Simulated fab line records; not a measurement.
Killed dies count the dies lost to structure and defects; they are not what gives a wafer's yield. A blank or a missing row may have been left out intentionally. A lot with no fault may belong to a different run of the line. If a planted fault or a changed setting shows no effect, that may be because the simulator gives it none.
Which of the tools did it? | flow n5_finfet | 10 lots, 30 wafers sampled, at 5 steps of a route of 1938

## WHAT THE GAUGES SHOWED, per wafer
N5_BEOL_M2_OCD_MEAS_38. Usual: trench_depth_nm reads 55.5 nm (standard deviation 1.6).
lot  | measured     | on     | trench_depth_nm (nm) | flag
L425 | day 7 11:07  | ocd-01 | 54.2 55.1 56.1       |
L428 | day 7 16:17  | ocd-01 | 56.4 53.8 56.5       |
L429 | day 7 21:09  | ocd-02 | 57.3 52.7 53.7       |
L431 | day 8 06:07  | ocd-02 | 53.3 57.4 57.9       |
L438 | day 10 09:23 | ocd-02 | 54.3 53.7 53.9       |
L442 | day 12 08:31 | ocd-01 | 54.0 54.5 53.0       |
L444 | day 12 12:24 | ocd-01 | 53.9 57.2 56.2       |
L447 | day 13 23:06 | ocd-02 | 57.5 56.8 54.1       |
L446 | day 14 01:42 | ocd-01 | 52.6 53.8 54.3       |
L448 | day 14 09:06 | ocd-02 | 53.9 55.8 53.8       |

N5_BEOL_M4_RC_MEAS_101. Usual: DIBL_N 36.3 mV/V, standard deviation 1.9; DIBL_P 36.6 mV/V, standard deviation 2.4; IOFF_N 0.17 nA/um, standard deviation 0.037; IOFF_P 0.23 nA/um, standard deviation 0.04; ION_N 682 uA/um, standard deviation 14; ION_P 468 uA/um, standard deviation 8.6; SS_N 71.6 mV/dec, standard deviation 0.67; SS_P 73.4 mV/dec, standard deviation 0.71; VT_N 248 mV, standard deviation 3.3; VT_P -248.9 mV, standard deviation 2.9.
lot  | measured     | on        | DIBL_N (mV/V)  | DIBL_P (mV/V)  | IOFF_N (nA/um) | IOFF_P (nA/um) | ION_N (uA/um) | ION_P (uA/um) | SS_N (mV/dec)  | SS_P (mV/dec)  | VT_N (mV)   | VT_P (mV)            | flag
L425 | day 9 21:41  | prober-01 | 34.6 36.1 36.3 | 35.2 38.3 37.0 | 0.14 0.16 0.15 | 0.17 0.23 0.20 | 671 682 672   | 456 465 457   | 70.7 71.6 71.6 | 72.3 73.7 73.0 | 253 247 250 | -252.2 -250.2 -252.8 |
L428 | day 9 07:34  | prober-01 | 32.4 35.1 32.7 | 33.8 37.2 34.3 | 0.14 0.17 0.13 | 0.19 0.22 0.19 | 693 689 660   | 480 469 456   | 70.5 71.8 70.1 | 72.1 73.7 72.4 | 248 249 253 | -247.9 -249.8 -251.4 |
L429 | day 9 12:26  | prober-02 | 37.2 40.0 35.0 | 39.3 41.9 36.7 | 0.16 0.24 0.14 | 0.22 0.29 0.19 | 669 693 680   | 467 473 472   | 71.4 72.5 70.8 | 74.1 74.5 73.9 | 252 244 253 | -252.9 -247.4 -253.2 |
L431 | day 10 03:37 | prober-02 | 37.1 33.7 34.2 | 37.6 33.6 33.7 | 0.19 0.13 0.14 | 0.25 0.19 0.19 | 682 674 671   | 470 470 470   | 72.1 70.5 71.0 | 74.1 72.3 72.5 | 244 250 249 | -246.7 -251.4 -250.2 |
L438 | day 12 22:55 | prober-02 | 33.3 35.7 37.1 | 30.8 33.8 35.7 | 0.14 0.18 0.20 | 0.19 0.24 0.27 | 660 678 709   | 459 474 488   | 71.3 71.8 71.4 | 72.0 73.0 73.6 | 252 246 245 | -249.0 -246.6 -243.7 |
L442 | day 14 20:04 | prober-02 | 39.5 35.7 39.1 | 40.4 33.7 37.5 | 0.24 0.14 0.22 | 0.28 0.16 0.23 | 717 691 691   | 490 463 465   | 72.4 71.7 72.9 | 74.6 72.8 73.6 | 243 251 243 | -248.3 -255.1 -250.1 |
L444 | day 15 16:10 | prober-01 | 37.1 36.6 38.4 | 35.5 34.8 37.9 | 0.17 0.16 0.21 | 0.25 0.24 0.29 | 677 701 707   | 473 484 489   | 72.8 72.0 72.0 | 73.9 74.0 74.2 | 250 245 246 | -244.3 -246.2 -245.7 |
L447 | day 15 18:07 | prober-02 | 38.4 37.6 39.3 | 38.1 37.3 38.2 | 0.21 0.19 0.21 | 0.25 0.23 0.24 | 678 691 688   | 456 466 461   | 72.1 71.6 72.5 | 74.1 73.4 73.4 | 246 248 245 | -249.8 -249.7 -248.9 |
L446 | day 15 20:26 | prober-02 | 33.8 36.8 36.8 | 34.9 37.7 37.2 | 0.16 0.21 0.22 | 0.20 0.24 0.24 | 699 699 698   | 479 474 472   | 70.9 71.7 71.5 | 73.0 74.2 73.2 | 246 246 242 | -250.3 -246.6 -250.8 |
L448 | day 16 15:31 | prober-02 | 34.3 34.5 34.6 | 33.4 34.6 34.5 | 0.14 0.14 0.14 | 0.17 0.18 0.18 | 669 678 672   | 459 469 456   | 71.1 70.5 71.4 | 72.8 73.0 72.8 | 250 250 250 | -252.5 -248.1 -248.1 |

## EACH LOT AND THE TOOL THAT RAN IT (in order: tool; ch and the chambers of the sampled wafers; start)
lot  | N5_BEOL_M2_SPUTTER_79        | N5_BEOL_M2_SPUTTER_81        | N5_BEOL_M2_SPUTTER_90
L425 | pvd_sputter-02, day 7 12:16  | pvd_sputter-02, day 7 12:29  | pvd_sputter-02, day 7 13:08
L428 | pvd_sputter-02, day 7 18:04  | pvd_sputter-02, day 7 18:17  | pvd_sputter-02, day 7 18:56
L429 | pvd_sputter-02, day 7 22:49  | pvd_sputter-02, day 7 23:02  | pvd_sputter-02, day 7 23:42
L431 | pvd_sputter-02, day 8 07:38  | pvd_sputter-02, day 8 07:51  | pvd_sputter-02, day 8 08:31
L438 | pvd_sputter-02, day 10 11:59 | pvd_sputter-02, day 10 12:13 | pvd_sputter-02, day 10 12:52
L442 | pvd_sputter-02, day 12 10:17 | pvd_sputter-02, day 12 10:30 | pvd_sputter-02, day 12 11:10
L444 | pvd_sputter-01, day 12 15:56 | pvd_sputter-01, day 12 16:10 | pvd_sputter-01, day 12 16:49
L447 | pvd_sputter-02, day 14 00:12 | pvd_sputter-02, day 14 00:25 | pvd_sputter-02, day 14 01:05
L446 | pvd_sputter-02, day 14 02:52 | pvd_sputter-02, day 14 03:05 | pvd_sputter-02, day 14 03:45
L448 | pvd_sputter-03, day 14 10:55 | pvd_sputter-03, day 14 11:08 | pvd_sputter-03, day 14 11:48
- N5_BEOL_M2_SPUTTER_79: material Cu, target thk 4.5 nm, time 8.29 s.
- N5_BEOL_M2_SPUTTER_81: material Cu, target thk 4.5 nm, time 8.29 s.
- N5_BEOL_M2_SPUTTER_90: material Cu, target thk 4.5 nm, time 8.29 s.

## AS READ BY THE TOOLS THEMSELVES (means over the sampled wafers that have a number; for cases with no such wafer, the mark the record gives instead)
N5_BEOL_M2_SPUTTER_79. Usual: chamber_pressure_pa 0.07001 Pa, standard deviation 0.00013; chuck_gas_flow_sccm 1.27 sccm, standard deviation 0.053; throttle_valve_pct 29.5 %, standard deviation 0.87.
lot  | tool           | chamber_pressure_pa (Pa) | chuck_gas_flow_sccm (sccm) | throttle_valve_pct (%) | flag
L425 | pvd_sputter-02 | 0.07004                  | 1.24                       | 29.8                   |
L428 | pvd_sputter-02 | -                        | -                          | -                      | OFF
L429 | pvd_sputter-02 | -                        | -                          | -                      | OFF
L431 | pvd_sputter-02 | -                        | -                          | -                      | OFF
L438 | pvd_sputter-02 | 0.07012                  | 1.26                       | 29.0                   |
L442 | pvd_sputter-02 | 0.06987                  | 1.29                       | 30.0                   |
L444 | pvd_sputter-01 | 0.06994                  | 1.31                       | 29.8                   |
L447 | pvd_sputter-02 | 0.07005                  | 1.29                       | 30.1                   |
L446 | pvd_sputter-02 | 0.07012                  | 1.31                       | 29.8                   |
L448 | pvd_sputter-03 | 0.06997                  | 1.26                       | 30.0                   |

N5_BEOL_M2_SPUTTER_81. Usual: chamber_pressure_pa 0.07001 Pa, standard deviation 0.00015; chuck_gas_flow_sccm 1.27 sccm, standard deviation 0.053; throttle_valve_pct 29.5 %, standard deviation 0.87.
lot  | tool           | chamber_pressure_pa (Pa) | chuck_gas_flow_sccm (sccm) | throttle_valve_pct (%) | flag
L425 | pvd_sputter-02 | 0.07012                  | 1.24                       | 29.7                   |
L428 | pvd_sputter-02 | 0.06994                  | 1.27                       | 28.6                   |
L429 | pvd_sputter-02 | 0.07007                  | 1.31                       | 29.1                   |
L431 | pvd_sputter-02 | 0.06997                  | 1.30                       | 28.5                   |
L438 | pvd_sputter-02 | 0.07000                  | 1.28                       | 28.9                   |
L442 | pvd_sputter-02 | 0.06990                  | 1.26                       | 30.1                   |
L444 | pvd_sputter-01 | 0.07019                  | 1.24                       | 29.8                   |
L447 | pvd_sputter-02 | 0.07004                  | 1.23                       | 30.0                   |
L446 | pvd_sputter-02 | 0.06996                  | 1.29                       | 29.7                   |
L448 | pvd_sputter-03 | 0.07017                  | 1.28                       | 30.0                   |

N5_BEOL_M2_SPUTTER_90. Usual: chamber_pressure_pa 0.07002 Pa, standard deviation 0.00014; chuck_gas_flow_sccm 1.27 sccm, standard deviation 0.05; throttle_valve_pct 29.5 %, standard deviation 0.89.
lot  | tool           | chamber_pressure_pa (Pa) | chuck_gas_flow_sccm (sccm) | throttle_valve_pct (%) | flag
L425 | pvd_sputter-02 | 0.06988                  | 1.28                       | 29.7                   |
L428 | pvd_sputter-02 | 0.07026                  | 1.25                       | 28.4                   |
L429 | pvd_sputter-02 | 0.06995                  | 1.27                       | 29.0                   |
L431 | pvd_sputter-02 | 0.06990                  | 1.29                       | 28.6                   |
L438 | pvd_sputter-02 | 0.06991                  | 1.31                       | 28.8                   |
L442 | pvd_sputter-02 | 0.07013                  | 1.26                       | 30.1                   |
L444 | pvd_sputter-01 | 0.07008                  | 1.23                       | 29.9                   |
L447 | pvd_sputter-02 | 0.06999                  | 1.31                       | 30.1                   |
L446 | pvd_sputter-02 | 0.06997                  | 1.25                       | 29.6                   |
L448 | pvd_sputter-03 | 0.07005                  | 1.32                       | 30.1                   |

## THE ANSWER, worked out from the rows above alone
Rule: a lot counts as off when the mean over its wafers that have a number is more than 3 standard deviations away from the usual mean. Also off: a lot with no number at a reading for which 4 or more lots have one. Any other lot the step has rows for is counted as sound. First the gauges in route order, then the tools' own readings, where a lot's mean is used as printed above. At the first step where some lot is off, the reading lying furthest off is the one used; lots without a number count as furthest.
Off, at N5_BEOL_M2_SPUTTER_79 on chamber_pressure_pa: L428, L429, L431. Without a number there: L428, L429, L431.
If a tool, at that step or one of the process steps before it, ran each lot that is off and ran no sound lot following the first of them, it fits. Of those tried, none fits.

## WHAT THE SIMULATOR HAD PUT IN
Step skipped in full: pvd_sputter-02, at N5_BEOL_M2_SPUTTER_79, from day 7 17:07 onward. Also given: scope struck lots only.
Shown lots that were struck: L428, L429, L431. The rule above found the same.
